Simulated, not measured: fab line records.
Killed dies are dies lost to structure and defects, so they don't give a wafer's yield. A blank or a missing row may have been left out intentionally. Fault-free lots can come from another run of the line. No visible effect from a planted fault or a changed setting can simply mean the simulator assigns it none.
Chamber matching | flow n5_finfet | 4 sister chambers for N5_BEOL_M14_ETCH_68 on rie_diel-06
The step etches SOC in N2/H2, time 450 s. 16 wafers are shown with their chamber, then 8 later ones without.

WAFERS, EACH WITH ITS CHAMBER
wafer  | chamber | drypump_motor_current_A (A) | throttle_valve_pct (%) | showerhead_plenum_p_Torr (Torr)
L075.3 | 0       | 5.0                         | 17.40                  | 2.69
L075.4 | 3       | 6.6                         | 17.90                  | 2.60
L075.6 | 0       | 5.0                         | 17.40                  | 2.69
L077.1 | 3       | 6.7                         | 17.93                  | 2.59
L077.2 | 0       | 5.0                         | 17.42                  | 2.69
L077.3 | 1       | 5.1                         | 17.31                  | 2.49
L076.1 | 0       | 5.0                         | 17.41                  | 2.69
L076.3 | 2       | 6.5                         | 18.28                  | 2.39
L076.5 | 1       | 5.1                         | 17.33                  | 2.49
L078.1 | 0       | 5.0                         | 17.43                  | 2.69
L078.5 | 3       | 6.7                         | 17.93                  | 2.59
L078.6 | 2       | 6.5                         | 18.30                  | 2.39
L082.2 | 1       | 5.1                         | 17.33                  | 2.49
L082.3 | 3       | 6.7                         | 17.95                  | 2.59
L082.6 | 1       | 5.1                         | 17.34                  | 2.49
L084.1 | 2       | 6.5                         | 17.90                  | 2.71

SIGNATURES (averages over the wafers above)
reading                  | chamber 0 | chamber 1 | chamber 2 | chamber 3 | scatter within a chamber
drypump_motor_current_A  | 5.000     | 5.100     | 6.500     | 6.675     | 0.025
throttle_valve_pct       | 17.4120   | 17.3275   | 18.1600   | 17.9275   | 0.0931
showerhead_plenum_p_Torr | 2.6900    | 2.4900    | 2.4967    | 2.5925    | 0.0755
Rule: a wafer lies at a distance from a chamber equal to the root of the sum of squares, over the readings, of (its reading less the chamber's mean, divided by the reading's scatter). If the next closest chamber is less than 2 further off than the closest, the wafer can't be placed; otherwise it belongs to the closest. The scatter is the square root of a quotient: the sum, over the shown wafers, of each reading's squared deviation from its chamber's mean, divided by wafers minus chambers.

WAFERS WHOSE CHAMBER IS MISSING
wafer  | drypump_motor_current_A (A) | throttle_valve_pct (%) | showerhead_plenum_p_Torr (Torr)
L084.3 | 5.1                         | 17.36                  | 2.49
L084.5 | 5.0                         | 17.43                  | 2.68
L094.1 | 5.1                         | 17.39                  | 2.48
L094.4 | 6.4                         | 17.93                  | 2.70
L094.5 | 6.4                         | 17.96                  | 2.70
L097.2 | 6.5                         | 17.96                  | 2.69
L097.3 | 5.1                         | 17.42                  | 2.47
L097.5 | 5.0                         | 17.52                  | 2.67

WHICH CHAMBER EACH WENT THROUGH
wafer  | from the rows above | in truth
L084.3 | 1                   | 1
L084.5 | 0                   | 0
L094.1 | 1                   | 1
L094.4 | 2                   | 2
L094.5 | 2                   | 2
L097.2 | 2                   | 2
L097.3 | 1                   | 1
L097.5 | 0                   | 0
8 of 8 placed correctly. Not placeable from these rows: 0. 0 placed wrongly.
